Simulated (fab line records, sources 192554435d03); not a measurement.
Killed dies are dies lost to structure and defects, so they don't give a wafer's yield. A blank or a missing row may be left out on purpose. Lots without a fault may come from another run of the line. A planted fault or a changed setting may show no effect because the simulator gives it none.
Chamber matching | flow n5_finfet | N5_BEOL_M9_CURE_72 on uv_cure-01: 3 sister chambers
The step cures SiCOH lowk, time 120 s. 6 wafers are shown with their chamber, then 9 later ones without.

WAFERS WITH THEIR CHAMBER
wafer  | chamber | wafer_temp_C_max | lamp_power_pct (%)
L078.2 | 0       | 371.8            | 52.26
L078.5 | 0       | 373.1            | 52.27
L079.5 | 2       | 372.1            | 52.28
L079.6 | 2       | 371.4            | 52.33
L089.2 | 1       | 371.5            | 52.34
L089.6 | 1       | 371.7            | 52.37

WAFERS WITHOUT THEIR CHAMBER
wafer  | wafer_temp_C_max | lamp_power_pct (%)
L089.3 | 370.9            | 52.31
L089.4 | 371.1            | 52.36
L089.5 | 371.1            | 52.21
L094.1 | 370.9            | 52.23
L094.4 | 371.1            | 52.25
L094.6 | 372.0            | 52.25
L094.2 | 371.0            | 52.40
L094.3 | 371.3            | 52.17
L094.5 | 371.6            | 52.40

WHICH CHAMBER EACH WENT THROUGH
wafer  | from the rows above          | in truth
L089.3 | can't be placed: 2 or 1 or 0 | 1
L089.4 | can't be placed: 1 or 2      | 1
L089.5 | can't be placed: 0 or 2      | 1
L094.1 | can't be placed: 0 or 2      | 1
L094.4 | can't be placed: 0 or 2      | 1
L094.6 | can't be placed: 0 or 2      | 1
L094.2 | 1                            | 1
L094.3 | can't be placed: 0 or 2      | 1
L094.5 | 1                            | 1
Placed correctly: 2 of 9. Can't be placed from these rows: 7 (the true chamber is among the candidates in 2). Placed wrongly: 0.
How it was worked out, from the rows above alone: a wafer's distance from a chamber is the root of the sum, over the readings, of the square of ((its reading less the chamber's mean) divided by the reading's scatter). The wafer belongs to the nearest chamber; if the next one is less than 2 further off, it can't be placed. A chamber's mean is the mean of its shown wafers. The scatter: the root of (the sum of the squares of (reading less its chamber's mean) over the shown wafers, divided by (wafers less chambers)).
